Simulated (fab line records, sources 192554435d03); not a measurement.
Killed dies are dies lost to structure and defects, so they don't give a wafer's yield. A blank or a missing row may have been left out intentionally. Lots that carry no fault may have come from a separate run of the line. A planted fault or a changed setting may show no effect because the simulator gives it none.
Matching of chambers	flow n5Finfet	rieDiel-05 running N5_GATE_CUT_ETCH_58: 4 sister chambers
The step etches SiNx in CH3F/O2, target depth 17 nm, time 128.6 s. 18 wafers are shown with their chamber, then 9 later ones without.

## EACH WAFER AND ITS CHAMBER
wafer	chamber	showerheadPlenumPTorr (Torr)	throttleValvePct (%)	drypumpMotorCurrentA (A)
L074.2	3	2.07	16.32	5.0
L074.4	1	2.14	16.05	5.4
L074.6	0	1.97	16.54	5.6
L077.1	3	2.07	16.34	5.0
L077.5	0	1.97	16.54	5.6
L077.6	1	2.14	16.05	5.4
L081.2	0	1.97	16.55	5.6
L081.3	3	2.07	16.36	5.0
L081.4	2	1.90	16.38	5.6
L082.3	3	2.07	16.35	5.0
L082.5	2	1.89	16.38	5.6
L082.6	3	2.07	16.36	5.0
L083.1	3	2.07	16.35	4.9
L083.3	2	1.89	16.40	5.6
L083.5	3	2.07	16.35	5.0
L086.2	3	2.07	16.37	4.9
L086.3	1	2.13	16.06	5.4
L086.5	0	1.96	16.56	5.5

SIGNATURES (means of the wafers above)
reading	chamber 0	chamber 1	chamber 2	chamber 3	scatter within a chamber
showerheadPlenumPTorr	1.9675	2.1367	1.8933	2.0700	0.00386
throttleValvePct	16.5475	16.0533	16.3867	16.3500	0.0126
drypumpMotorCurrentA	5.575	5.400	5.600	4.975	0.0401
Rule: for each reading, subtract the chamber's mean from the wafer's reading, divide by that reading's scatter and square the result; add these up over the readings and take the root, which gives the wafer's distance from the chamber. If the next closest chamber is less than 2 further off than the closest, the wafer can't be placed; otherwise it belongs to the closest. The scatter is the square root of a quotient: the sum, over the shown wafers, of each reading's squared deviation from its chamber's mean, divided by wafers minus chambers.

## WAFERS WHOSE CHAMBER IS MISSING
wafer	showerheadPlenumPTorr (Torr)	throttleValvePct (%)	drypumpMotorCurrentA (A)
L090.4	1.96	16.58	5.6
L090.5	1.89	16.44	5.6
L090.6	2.13	16.09	5.4
L091.2	2.13	16.11	5.4
L091.4	1.89	16.45	5.6
L091.6	2.13	16.09	5.5
L092.3	1.89	16.41	5.6
L092.4	1.89	16.44	5.6
L092.5	2.06	16.37	4.9

## CHAMBER TAKEN BY EACH
wafer	from the rows above	in truth
L090.4	0	0
L090.5	2	2
L090.6	1	1
L091.2	1	1
L091.4	2	2
L091.6	1	1
L092.3	2	2
L092.4	2	2
L092.5	3	3
Correctly placed: 9 of 9. Left unplaced by these rows: 0. Placed wrongly: 0.
